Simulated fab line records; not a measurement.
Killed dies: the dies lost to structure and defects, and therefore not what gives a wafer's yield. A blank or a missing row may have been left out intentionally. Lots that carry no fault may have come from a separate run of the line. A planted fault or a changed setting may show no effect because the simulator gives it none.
Split-lot experiment    flow n5 finfet    route with 1938 steps; 7 lots, 39 wafers read

== SPLIT DETAILS ==
At N5_SD_EPI_P_ETCH_16 (etches SiO2 in CHF3/O2, target depth 5 nm), the setting target depth a was moved away from the recipe's 50 angstrom on 15 of the 39 wafers read, by -12.2% to +12.5%. For the rest of the wafers, this setting stayed at what the recipe calls for.

Reading taken at the split's own step.

== THE READING ==
etch.depth nm (the simulator's own value, which no gauge read), in nm, at N5_SD_EPI_P_ETCH_16 (etches SiO2 in CHF3/O2, target depth 5 nm). No usual value for it is given in the file. Average 4.986 nm, standard deviation 0.049 nm, over the 24 wafers here run with the recipe.

wafer   tool, chamber at the split  target depth a as run, angstrom  against the recipe  etch.depth nm, nm  against lot-mates on the recipe
L077.1  rie diel-03, 2              50                               recipe              5.013              -
L077.2  rie diel-03, 3              50                               recipe              4.958              -
L077.3  rie diel-03, 0              50                               recipe              5.068              -
L077.4  rie diel-03, 1              50                               recipe              4.956              -
L077.5  rie diel-03, 1              50                               recipe              5.028              -
L077.6  rie diel-03, 2              50                               recipe              5.005              -
L082.1  rie diel-03, 1              50                               recipe              4.945              -
L082.2  rie diel-03, 2              56.24                            +12.5%              5.528              +0.586
L082.3  rie diel-03, 3              56.24                            +12.5%              5.496              +0.554
L082.4  rie diel-03, 0              56.24                            +12.5%              5.623              +0.681
L082.5  rie diel-03, 2              50                               recipe              4.974              -
L082.6  rie diel-03, 3              50                               recipe              4.907              -
L083.1  rie diel-03, 0              50                               recipe              5.016              -
L083.2  rie diel-03, 1              50                               recipe              4.968              -
L083.3  rie diel-03, 2              52.91                            +5.8%               5.226              +0.268
L083.4  rie diel-03, 3              50                               recipe              4.889              -
L083.5  rie diel-03, 0              52.91                            +5.8%               5.286              +0.328
L083.6  rie diel-03, 3              52.91                            +5.8%               5.189              +0.231
L085.1  rie diel-04, 3              50                               recipe              5.024              -
L085.2  rie diel-04, 0              43.92                            -12.2%              4.419              -0.582
L085.3  rie diel-04, 1              43.92                            -12.2%              4.356              -0.645
L085.4  rie diel-04, 0              50                               recipe              5.033              -
L085.5  rie diel-04, 3              43.92                            -12.2%              4.371              -0.630
L085.6  rie diel-04, 1              50                               recipe              4.946              -
L088.1  rie diel-03, 2              50                               recipe              4.976              -
L088.2  rie diel-03, 1              50                               recipe              4.989              -
L088.3  rie diel-03, 0              53.44                            +6.9%               5.355              +0.376
L088.4  rie diel-03, 1              53.44                            +6.9%               5.351              +0.372
L088.5  rie diel-03, 2              50                               recipe              4.973              -
L088.6  rie diel-03, 0              53.44                            +6.9%               5.366              +0.387
L091.1  rie diel-04, 2              50                               recipe              5.025              -
L091.3  rie diel-04, 3              50                               recipe              4.961              -
L091.6  rie diel-04, 2              50                               recipe              5.003              -
L096.1  rie diel-04, 1              50                               recipe              5.107              -
L096.2  rie diel-04, 3              51.68                            +3.4%               5.098              +0.100
L096.3  rie diel-04, 2              50                               recipe              4.916              -
L096.4  rie diel-04, 0              50                               recipe              4.972              -
L096.5  rie diel-04, 0              51.68                            +3.4%               5.13               +0.132
L096.6  rie diel-04, 1              51.68                            +3.4%               5.329              +0.331

THE FIT
A straight line over all 39 wafers: etch.depth nm changes by +0.0481 nm for each +1% of target depth a; r = +0.98; the points scatter about the line by 0.058 nm.
The same after taking each lot's own level away (the mean of its wafers on the recipe; 39 wafers): +0.0503 nm for each +1%; r = +0.98; scatter 0.052 nm.
According to that fit, moving target depth a by its largest amount changes the reading by 0.63 nm.
Across the lots, their own levels run from 4.9420 to 5.0047 nm, a range of 1.3 times the standard deviation given above.
The two slopes agree, so the slope changes little with the lot-to-lot level.
Check: for one of the wafers moved furthest among these (+12.5%), held out of the fit, the line's prediction against its lot-mates is +0.635 nm. Against them it came out at +0.586 nm.

== FURTHER SPLITS ON THESE WAFERS ==
Note: prior to the reading, these wafers also went through further splits. Each is held against what the fit with the lots' levels taken away leaves over:
other split on the same wafers  wafers away from the commonest value  r with etch.depth nm (lot level and that fit taken away)
N5_FIN_SAQP_ETCH_65 time s      9                                     -0.06
N5_FIN_SAQP_ETCH_34 source w    9                                     +0.01
N5_DUMMY_GATE_ETCH_42 bias w    18                                    +0.03
N5_SPACER0_ALD_00 ald cycles    12                                    +0.07

== FILE'S OWN FIT ==
etch.depth nm changes by +0.0503 nm for each +1% of target depth a, r = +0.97.
